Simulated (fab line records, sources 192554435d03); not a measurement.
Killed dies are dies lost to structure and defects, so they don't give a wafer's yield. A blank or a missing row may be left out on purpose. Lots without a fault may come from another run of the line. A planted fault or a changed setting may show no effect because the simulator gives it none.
Chamber matching | flow n5_finfet | N5_BEOL_M8_STRIP_67 on rie_diel-05: 4 sister chambers
The step strips in CF4. 8 wafers are shown with their chamber, then 11 later ones without.

WAFERS WITH THEIR CHAMBER
wafer  | chamber | drypump_motor_current_A (A) | showerhead_plenum_p_Torr (Torr)
L079.4 | 0       | 5.3                         | 1.70
L080.4 | 0       | 5.3                         | 1.70
L084.1 | 3       | 5.8                         | 1.90
L084.6 | 1       | 5.9                         | 1.70
L085.3 | 3       | 5.7                         | 1.89
L085.4 | 2       | 5.4                         | 1.90
L085.5 | 1       | 5.9                         | 1.70
L086.4 | 2       | 5.4                         | 1.90

WAFERS WITHOUT THEIR CHAMBER
wafer  | drypump_motor_current_A (A) | showerhead_plenum_p_Torr (Torr)
L086.5 | 5.9                         | 1.70
L086.6 | 5.9                         | 1.89
L088.2 | 5.8                         | 1.89
L088.4 | 5.4                         | 1.90
L088.5 | 5.3                         | 1.91
L092.1 | 5.3                         | 1.91
L092.3 | 5.4                         | 1.89
L092.4 | 5.8                         | 1.89
L094.1 | 5.4                         | 1.89
L094.2 | 5.8                         | 1.89
L094.6 | 5.3                         | 1.91

WHICH CHAMBER EACH WENT THROUGH
wafer  | from the rows above | in truth
L086.5 | 1                   | 1
L086.6 | 3                   | 3
L088.2 | 3                   | 3
L088.4 | 2                   | 2
L088.5 | 2                   | 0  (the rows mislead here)
L092.1 | 2                   | 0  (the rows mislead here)
L092.3 | 2                   | 2
L092.4 | 3                   | 3
L094.1 | 2                   | 2
L094.2 | 3                   | 3
L094.6 | 2                   | 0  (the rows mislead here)
Placed correctly: 8 of 11. Can't be placed from these rows: 0. Placed wrongly: 3.
How it was worked out, from the rows above alone: a wafer's distance from a chamber is the root of the sum, over the readings, of the square of ((its reading less the chamber's mean) divided by the reading's scatter). The wafer belongs to the nearest chamber; if the next one is less than 2 further off, it can't be placed. A chamber's mean is the mean of its shown wafers. The scatter: the root of (the sum of the squares of (reading less its chamber's mean) over the shown wafers, divided by (wafers less chambers)).
